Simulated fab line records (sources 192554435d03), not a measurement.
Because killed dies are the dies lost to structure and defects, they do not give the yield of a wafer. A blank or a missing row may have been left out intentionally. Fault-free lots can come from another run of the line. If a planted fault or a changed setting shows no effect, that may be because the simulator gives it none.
Matching of chambers / flow n5-finfet / N5_BEOL_M8_CMP_52 on cmp-04: 4 sister chambers
The step polishes, stops on SiCOH lowk, t overpolish 6.9 s, target thk 80 nm. 4 wafers are shown with their chamber, then 9 later ones without.

WAFERS, EACH WITH ITS CHAMBER
wafer=L084.6; chamber=1; motor-current-A (A)=6.8
wafer=L091.1; chamber=3; motor-current-A (A)=6.5
wafer=L091.4; chamber=0; motor-current-A (A)=6.0
wafer=L091.5; chamber=2; motor-current-A (A)=5.4

WAFERS MISSING THEIR CHAMBER
wafer=L094.4; motor-current-A (A)=5.5
wafer=L094.5; motor-current-A (A)=5.6
wafer=L094.6; motor-current-A (A)=6.5
wafer=L096.2; motor-current-A (A)=5.6
wafer=L096.3; motor-current-A (A)=6.7
wafer=L096.4; motor-current-A (A)=6.0
wafer=L095.2; motor-current-A (A)=5.9
wafer=L095.4; motor-current-A (A)=6.7
wafer=L095.5; motor-current-A (A)=6.7

EACH ONE'S CHAMBER
wafer=L094.4; from the rows above=2; in truth=2
wafer=L094.5; from the rows above=can't be placed: 2 or 0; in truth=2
wafer=L094.6; from the rows above=3; in truth=3
wafer=L096.2; from the rows above=can't be placed: 2 or 0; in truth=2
wafer=L096.3; from the rows above=can't be placed: 1 or 3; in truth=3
wafer=L096.4; from the rows above=0; in truth=0
wafer=L095.2; from the rows above=0; in truth=0
wafer=L095.4; from the rows above=can't be placed: 1 or 3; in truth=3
wafer=L095.5; from the rows above=can't be placed: 1 or 3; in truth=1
4 of 9 placed correctly. From these rows, 5 cannot be placed; in 5 the true chamber is one of the candidates. Number placed wrongly: 0.
How it was worked out, from the rows above alone: a wafer's distance from a chamber is the root of the sum, over the readings, of the square of ((its reading less the chamber's mean) divided by the reading's scatter). The wafer belongs to the nearest chamber; if the next one is less than 2 further off, it can't be placed. Each chamber's mean is taken over the wafers shown for it. The scatter (one wafer shown for each chamber): square how far every hidden wafer sits from the nearest shown wafer, average those squares and take the square root.
